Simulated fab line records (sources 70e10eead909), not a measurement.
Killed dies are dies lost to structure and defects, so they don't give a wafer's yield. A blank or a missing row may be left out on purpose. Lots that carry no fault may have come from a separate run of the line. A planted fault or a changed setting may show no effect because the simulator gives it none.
fab line records	flow nand_harc	part 2 of 2: steps 28 to 37 of 37
[record] lots = 5	wafers = 15	last_day = 32
route steps=1302 shown P_M2@345 P_BONDPAD@351
lots untouched by any fault: they come from a run of this same line in which no faults occurred
start_h: hours from the record's first day to the start of the lot's first wafer shown	wait_h: time in hours since the lot's previous step	" same as the row above	L1.1+2: one row covering several wafers at once	- no value, or no start was given	* or withheld: withheld	< > ~ a bound
route shown NAME@n: NAME is a module with steps in the file, n the number in the route of the first one	usual: the fault-free wafers' mean and standard deviation	same: alike in all rows	chamber/n: place in a boat	sites: the reading at each site	_std_site: the values' standard deviation	_edge_site: the outer-site mean with the inner-site mean subtracted	radius_mm: how far each site lies from the wafer's centre	mask NAME#n: copy n	behind: the tool/chamber that last shaped the wafer	hold: what put the lot on hold/how long, in hours/how the hold closed	device: the transistor (n, p or np) that didn't switch	end of line: tests of these same wafers at the route's end	a step with no rows: only its recipe	killed: the dies lost at the first sort to structure and to defects; this is not the yield of the wafer	map: per-die view of a wafer (x killed, . not killed, _ where there is no die)
set.NAME: setting as actually run; set.NAME@STEP: the setting as run at that earlier step	model.NAME: the simulator's own value behind a step, which no gauge read
a table for each step, a row for each wafer; lots at some steps of the route
services: a tool's chamber out of use, with start hour (start_h, from the record's first day; less than 0 if before it), hours out, and reason
[[steps]]
[step NHARC_P_BONDPAD_STRIP_16]
[recipe] time_s = 600	temp_c = 30	chemistry = post_etch_residue_remover
[usual] temp_c = 29.99/0.1
lot.wafer	tool	chamber	start_h	wait_h	temp_c
L074.6	wet_bench-08	0	134.72	-	29.96
L074.4	"	2	"	"	30.14
L074.3	"	4	"	"	30.16
L076.2	wet_bench-08	1	159.44	-	29.80
L076.1	"	2	"	"	30.07
L076.4	"	5	"	"	29.99
L082.2	wet_bench-10	6	215.66	-	30.00
L082.4	"	0	"	"	29.92
L082.5	"	3	"	"	29.94
L092.4	wet_bench-08	7	320.60	-	29.90
L092.2	"	1	"	"	29.83
L092.3	"	4	"	"	30.00
L095.3	wet_bench-10	4	348.69	-	29.95
L095.4	"	6	"	"	30.05
L095.6	"	7	"	"	30.11
[step NHARC_P_BONDPAD_DEGAS_25]
[recipe] temp_c = 300	time_s = 60
[usual] heater_power_w = 458/45
lot.wafer	tool	chamber	start_h	wait_h	heater_power_w
L074.3	pvd_sputter-03	-	134.98	-	414
L074.4	"	-	"	"	443
L074.6	"	-	"	"	499
L076.1	pvd_sputter-02	-	159.72	-	527
L076.2	"	-	"	"	407
L076.4	"	-	"	"	464
L082.4	pvd_sputter-01	-	215.93	-	420
L082.2	"	-	"	"	406
L082.5	"	-	"	"	476
L092.3	pvd_sputter-01	-	320.86	-	437
L092.4	"	-	"	"	434
L092.2	"	-	"	"	439
L095.3	pvd_sputter-01	-	348.95	-	427
L095.4	"	-	"	"	431
L095.6	"	-	"	"	475
[step NHARC_P_BONDPAD_PRE_CLEAN_26]
[recipe] time_s = 30	temp_c = 280	gas = H2/He
[usual] heater_power_w = 405/41
lot.wafer	tool	chamber	start_h	wait_h	heater_power_w
L074.4	pvd_sputter-03	-	-	-	367
L074.3	"	-	"	"	391
L074.6	"	-	"	"	362
L076.1	pvd_sputter-02	-	-	-	415
L076.4	"	-	"	"	361
L076.2	"	-	"	"	342
L082.2	pvd_sputter-01	-	-	-	365
L082.4	"	-	"	"	432
L082.5	"	-	"	"	355
L092.2	pvd_sputter-01	-	-	-	426
L092.3	"	-	"	"	372
L092.4	"	-	"	"	384
L095.4	pvd_sputter-01	-	-	-	383
L095.3	"	-	"	"	372
L095.6	"	-	"	"	379
[step NHARC_P_BONDPAD_PVD_17]
[recipe] target_thk_a = 50	bias_v = 168.6	power_w = 15000	chamber_pressure_pa = 0.12	time_s = 8.06	substrate_temp_c = 50	material = TaN
[usual] substrate_temp_c = 50.01/0.12	throttle_valve_pct = 30.0/0.76
lot.wafer	tool	chamber	start_h	wait_h	substrate_temp_c	throttle_valve_pct
L074.3	pvd_sputter-03	-	-	-	50.26	28.5
L074.4	"	-	"	"	50.25	30.9
L074.6	"	-	"	"	50.09	28.4
L076.1	pvd_sputter-02	-	-	-	50.08	28.9
L076.4	"	-	"	"	49.92	30.8
L076.2	"	-	"	"	49.93	30.3
L082.2	pvd_sputter-01	-	-	-	50.01	30.5
L082.4	"	-	"	"	49.85	30.0
L082.5	"	-	"	"	49.90	30.7
L092.3	pvd_sputter-01	-	-	-	50.17	29.9
L092.2	"	-	"	"	50.09	30.1
L092.4	"	-	"	"	50.01	30.6
L095.3	pvd_sputter-01	-	-	-	50.16	29.8
L095.4	"	-	"	"	49.93	30.1
L095.6	"	-	"	"	50.24	29.7
[step NHARC_P_BONDPAD_PVD_27]
[recipe] target_thk_a = 300	chamber_pressure_pa = 5	power_w = 5000	substrate_temp_c = 30	time_s = 20.49	material = Cu
[usual] substrate_temp_c = 29.99/0.1	throttle_valve_pct = 30.0/0.8
lot.wafer	tool	chamber	start_h	wait_h	substrate_temp_c	throttle_valve_pct
L074.3	pvd_sputter-03	-	-	-	29.93	31.0
L074.4	"	-	"	"	30.05	28.3
L074.6	"	-	"	"	30.01	29.2
L076.1	pvd_sputter-02	-	-	-	30.07	30.4
L076.2	"	-	"	"	30.03	31.2
L076.4	"	-	"	"	29.97	30.1
L082.4	pvd_sputter-01	-	-	-	29.81	30.3
L082.2	"	-	"	"	29.94	30.7
L082.5	"	-	"	"	29.93	30.6
L092.3	pvd_sputter-01	-	-	-	30.04	30.2
L092.4	"	-	"	"	30.10	30.3
L092.2	"	-	"	"	30.04	29.6
L095.4	pvd_sputter-01	-	-	-	29.91	30.6
L095.3	"	-	"	"	29.99	30.3
L095.6	"	-	"	"	30.08	30.5
[step NHARC_P_BONDPAD_ECD_18]
[recipe] target_thk_a = 4000	bath_temp_c = 25	material = Cu
lot.wafer	tool	chamber	start_h	wait_h
L074.3+4+6	ecd_cu-01	0,1,0	135.44	-
L076.1+2+4	ecd_cu-02	1,0,0	160.14	-
L082.2+4+5	ecd_cu-02	1	216.30	-
L092.2+3+4	ecd_cu-01	1,0,1	321.30	-
L095.4+3+6	ecd_cu-02	0,1,0	349.40	-
[step NHARC_P_BONDPAD_ANNEAL_28]
[recipe] temp_c = 225	time_s = 90
[usual] wafer_temp_C_max = 226.7/0.36
lot.wafer	tool	chamber	start_h	wait_h	wafer_temp_C_max
L074.3	rtp_anneal-01	0	135.82	-	226.8
L074.4	"	0	"	"	227.0
L074.6	"	0	"	"	226.5
L076.1	rtp_anneal-02	0	160.51	0.3	226.7
L076.2	"	0	"	"	226.6
L076.4	"	0	"	"	226.6
L082.2	rtp_anneal-01	0	216.73	-	227.0
L082.4	"	0	"	"	226.4
L082.5	"	0	"	"	226.6
L092.2	rtp_anneal-02	0	321.68	-	226.6
L092.3	"	0	"	"	226.7
L092.4	"	0	"	"	227.1
L095.3	rtp_anneal-02	0	349.78	-	226.8
L095.4	"	0	"	"	226.3
L095.6	"	0	"	"	227.1
[step NHARC_P_BONDPAD_CMP_19]
[recipe] t_overpolish_s = 30	cu_recess_touch_s = 16	target_thk_nm = 160.81
[usual] motor_current_A = 12.3/0.91	overpolish_run_s = 30.000/0.011
[same] t_overpolish_s = 30
lot.wafer	tool	chamber	start_h	wait_h	motor_current_A	overpolish_run_s
L074.3	cmp-01	1	136.06	-	12.6	30.013
L074.4	"	2	"	"	12.8	29.997
L074.6	"	1	"	"	13.0	30.007
L076.1	cmp-02	3	160.90	-	11.8	29.989
L076.4	"	0	"	"	12.3	29.978
L076.2	"	1	"	"	12.1	30.007
L082.2	cmp-03	2	217.09	-	12.2	30.003
L082.4	"	3	"	"	10.6	30.006
L082.5	"	1	"	"	11.4	29.988
L092.2	cmp-02	1	321.98	-	12.3	29.990
L092.4	"	2	"	"	12.4	30.013
L092.3	"	3	"	"	11.7	30.010
L095.3	cmp-01	3	350.06	-	13.1	29.985
L095.4	"	1	"	"	12.9	29.989
L095.6	"	2	"	"	13.5	29.997
[step NHARC_P_BONDPAD_THK_MEAS_20]
[recipe] thk_meas_gauge = xrf
[usual] thk_nm = 160.8/1.5
lot.wafer	tool	chamber	start_h	wait_h	thk_nm
L074.3	film_metro-01	-	136.38	-	162.9
L074.4	"	-	"	"	161.6
L074.6	"	-	"	"	160.6
L076.1	film_metro-01	-	161.20	-	160.1
L076.2	"	-	"	"	159.4
L076.4	"	-	"	"	157.8
L082.2	film_metro-02	-	217.35	-	162.3
L082.4	"	-	"	"	162.1
L082.5	"	-	"	"	161.9
L092.2	film_metro-02	-	322.31	-	160.4
L092.3	"	-	"	"	160.5
L092.4	"	-	"	"	161.2
L095.3	film_metro-02	-	350.35	-	162.1
L095.4	"	-	"	"	161.1
L095.6	"	-	"	"	160.6
[step NHARC_P_BONDPAD_SRD_21]
[recipe] time_s = 30	temp_c = 23	dry_time_s = 20	spin_rpm = 1500
[usual] temp_c = 22.99/0.099
lot.wafer	tool	chamber	start_h	wait_h	temp_c
L074.3	wet_bench-08	5	136.43	0.0	22.85
L074.4	"	7	"	"	23.11
L074.6	"	1	"	"	23.02
L076.4	wet_bench-08	2	161.25	0.0	22.94
L076.1	"	3	"	"	23.07
L076.2	"	6	"	"	23.01
L082.2	wet_bench-08	7	217.39	0.0	23.07
L082.4	"	0	"	"	22.86
L082.5	"	2	"	"	22.86
L092.4	wet_bench-10	1	322.35	0.0	22.98
L092.3	"	4	"	"	23.07
L092.2	"	5	"	"	22.91
L095.6	wet_bench-08	7	350.40	0.0	22.94
L095.3	"	0	"	"	23.13
L095.4	"	1	"	"	23.14
[[services]]
tool	chamber	start_h	hours	kind
wet_bench-08	-	108.38	1.0	repair
pecvd-03	0	112.27	6.1	repair
rie_diel-07	-	117.20	9.0	pm
wet_bench-08	-	118.40	8.0	pm
litho_track-05	-	124.00	7.0	pm
wet_bench-10	-	135.25	8.0	pm
cmp-03	-	135.34	1.0	repair
rie_diel-01	2	149.37	35.2	repair
cmp-03	-	165.57	4.0	pm
pecvd-03	-	185.00	13.0	pm
rie_diel-01	-	203.80	9.0	pm
wet_bench-08	-	225.90	3.9	repair
pvd_sputter-01	-	226.00	10.0	pm
pvd_sputter-01	-	272.83	5.4	repair
litho_track-03	-	275.00	7.0	pm
rie_diel-07	2	286.92	3.3	repair
rie_diel-07	-	294.20	9.0	pm
wet_bench-08	-	294.40	8.0	pm
litho_track-05	-	299.00	7.0	pm
wet_bench-10	-	311.25	8.0	pm
rie_diel-07	0	318.46	11.5	repair
rie_diel-07	1	322.69	3.7	repair
rie_diel-01	0	328.31	10.0	repair
rie_diel-01	1	334.30	5.2	repair
